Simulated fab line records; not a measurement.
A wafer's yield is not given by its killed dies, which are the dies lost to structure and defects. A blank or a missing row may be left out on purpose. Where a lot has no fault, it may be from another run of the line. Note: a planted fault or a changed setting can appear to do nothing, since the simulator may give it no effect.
Split-lot study + flow n5Finfet + route with 1938 steps; 7 lots, 39 wafers read

## THE SPLIT
At N5_BEOL_M13_ILD_DEP_00 (deposits SiOC from DEMS/O2, target thk 837.92 nm, time 166.4 s), the setting timeS was moved away from the recipe's 166.4 s on 9 of the 39 wafers read, by -24.5% to +53.2%. This setting was run at the recipe's value on the other wafers.

## FROM THE SPLIT TO THE READING: what the file shows between them, 6 steps
- N5_BEOL_M13_THK_MEAS_01
- N5_BEOL_M13_COAT_58: time 60 s, resist thk 89 nm
- N5_BEOL_M13_COAT_04: resist thk 400 nm
- N5_BEOL_M13_DESCUM_15: chemistry O2, time 7.9 s
- N5_BEOL_M13_ETCH_59: etches BARC in N2/H2, target depth 89 nm, overetch 26.7 nm, time 67.9 s
- N5_BEOL_M13_VIA_ETCH_16: etches SiOC in C4F8/O2/Ar, target depth 921.7 nm

## THE READING
oesProductAu, in a.u., at N5_BEOL_M13_STRIP_63 (strips in N2/H2). Fault-free wafers of this fab line usually give 0.674 a.u., standard deviation 0.0049 a.u.

| wafer  | tool, chamber at the split | timeS as run, s | against the recipe | oesProductAu, a.u. | against lot-mates on the recipe |
|--------|----------------------------|-----------------|--------------------|--------------------|---------------------------------|
| L074.1 | pecvd-01, 1                | 141.1           | -15.2%             | 0.685              | +0.010                          |
| L074.2 | pecvd-01, 0                | 166.4           | recipe             | 0.678              | -                               |
| L074.3 | pecvd-01, 2                | 166.4           | recipe             | 0.669              | -                               |
| L074.4 | pecvd-01, 2                | 166.4           | recipe             | 0.678              | -                               |
| L074.5 | pecvd-01, 1                | 141.1           | -15.2%             | 0.690              | +0.015                          |
| L074.6 | pecvd-01, 0                | 141.1           | -15.2%             | 0.679              | +0.004                          |
| L084.1 | pecvd-04, 1                | 166.4           | recipe             | 0.678              | -                               |
| L084.2 | pecvd-04, 0                | 166.4           | recipe             | 0.671              | -                               |
| L084.3 | pecvd-04, 2                | 166.4           | recipe             | 0.677              | -                               |
| L084.4 | pecvd-04, 0                | 166.4           | recipe             | 0.676              | -                               |
| L084.5 | pecvd-04, 2                | 166.4           | recipe             | 0.671              | -                               |
| L084.6 | pecvd-04, 1                | 166.4           | recipe             | 0.665              | -                               |
| L083.1 | pecvd-04, 2                | 166.4           | recipe             | 0.679              | -                               |
| L083.2 | pecvd-04, 0                | 125.6           | -24.5%             | 0.690              | +0.012                          |
| L083.3 | pecvd-04, 1                | 166.4           | recipe             | 0.687              | -                               |
| L083.4 | pecvd-04, 0                | 166.4           | recipe             | 0.669              | -                               |
| L083.5 | pecvd-04, 1                | 125.6           | -24.5%             | 0.708              | +0.030                          |
| L083.6 | pecvd-04, 2                | 125.6           | -24.5%             | 0.702              | +0.024                          |
| L094.1 | pecvd-01, 2                | 254.9           | +53.2%             | 0.228              | -0.447                          |
| L094.2 | pecvd-01, 1                | 254.9           | +53.2%             | 0.225              | -0.450                          |
| L094.3 | pecvd-01, 0                | 166.4           | recipe             | 0.673              | -                               |
| L094.4 | pecvd-01, 2                | 254.9           | +53.2%             | 0.231              | -0.444                          |
| L094.5 | pecvd-01, 1                | 166.4           | recipe             | 0.669              | -                               |
| L094.6 | pecvd-01, 0                | 166.4           | recipe             | 0.682              | -                               |
| L095.1 | pecvd-02, 2                | 166.4           | recipe             | 0.674              | -                               |
| L095.2 | pecvd-02, 1                | 166.4           | recipe             | 0.675              | -                               |
| L095.3 | pecvd-02, 0                | 166.4           | recipe             | 0.663              | -                               |
| L095.4 | pecvd-02, 1                | 166.4           | recipe             | 0.671              | -                               |
| L095.5 | pecvd-02, 0                | 166.4           | recipe             | 0.672              | -                               |
| L095.6 | pecvd-02, 2                | 166.4           | recipe             | 0.674              | -                               |
| L096.2 | pecvd-01, 2                | 166.4           | recipe             | 0.673              | -                               |
| L096.3 | pecvd-01, 0                | 166.4           | recipe             | 0.675              | -                               |
| L096.4 | pecvd-01, 2                | 166.4           | recipe             | 0.681              | -                               |
| L097.1 | pecvd-01, 0                | 166.4           | recipe             | 0.673              | -                               |
| L097.2 | pecvd-01, 1                | 166.4           | recipe             | 0.669              | -                               |
| L097.3 | pecvd-01, 2                | 166.4           | recipe             | 0.679              | -                               |
| L097.4 | pecvd-01, 1                | 166.4           | recipe             | 0.678              | -                               |
| L097.5 | pecvd-01, 2                | 166.4           | recipe             | 0.668              | -                               |
| L097.6 | pecvd-01, 0                | 166.4           | recipe             | 0.674              | -                               |

THE FIT
A straight line over all 39 wafers: oesProductAu changes by -0.00661 a.u. for each +1% of timeS; r = -0.92; the points scatter about the line by 0.048 a.u.
The same after taking each lot's own level away (the mean of its wafers on the recipe; 39 wafers): -0.00658 a.u. for each +1%; r = -0.92; scatter 0.049 a.u.
According to that fit, moving timeS by its largest amount changes the reading by 0.35 a.u.
Measured against the standard deviation above, the lots' own levels, which go from 0.6715 to 0.6783 a.u., span 1.4 times it.
Hence the lot-to-lot level has little effect on the slope; both slopes agree.
Check: for one of the wafers moved furthest among these (+53.2%), held out of the fit, the line's prediction against its lot-mates is -0.348 a.u. It came out at -0.447 a.u. against them.

## THE WHOLE CHAIN: every reading that the file lists as answering this split, in the file's order
| step                    | what it does                                                   | reading                                                                            | change (the file's fit)                                                                       | r (the file's) |
|-------------------------|----------------------------------------------------------------|------------------------------------------------------------------------------------|-----------------------------------------------------------------------------------------------|----------------|
| N5_BEOL_M13_ILD_DEP_00  | deposits SiOC from DEMS/O2, target thk 837.92 nm, time 166.4 s | SiOC_of_BEOL_M13_ILD_DEP_00.thkNm (the simulator's own value, which no gauge read) | +8.32 nm for each +1% of the setting                                                          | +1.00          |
| N5_BEOL_M13_THK_MEAS_01 |                                                                | M13_ILD_THK                                                                        | +8.33 for each +1% of the setting                                                             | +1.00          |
| N5_BEOL_M13_VIA_ETCH_16 | etches SiOC in C4F8/O2/Ar, target depth 921.7 nm               | etch.depthNm (the simulator's own value, which no gauge read)                      | +8.31 nm for each +1% of the setting                                                          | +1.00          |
| N5_BEOL_M13_VIA_ETCH_16 | etches SiOC in C4F8/O2/Ar, target depth 921.7 nm               | coat_of_BEOL_M13_COAT_04.thkNm (the simulator's own value, which no gauge read)    | -1.54 nm for each +1% of the setting                                                          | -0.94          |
| N5_BEOL_M13_STRIP_63    | strips in N2/H2                                                | oesProductAu                                                                       | -0.00668 a.u. for each +1% of the setting                                                     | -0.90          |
| N5_BEOL_M13_STRIP_63    | strips in N2/H2                                                | stripTimeToEndpointS                                                               | not straight: withheld at the lowest setting, withheld at the recipe, withheld at the highest | not given      |

## THE FILE'S OWN FIT
oesProductAu changes by -0.00668 a.u. for each +1% of timeS, r = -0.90.
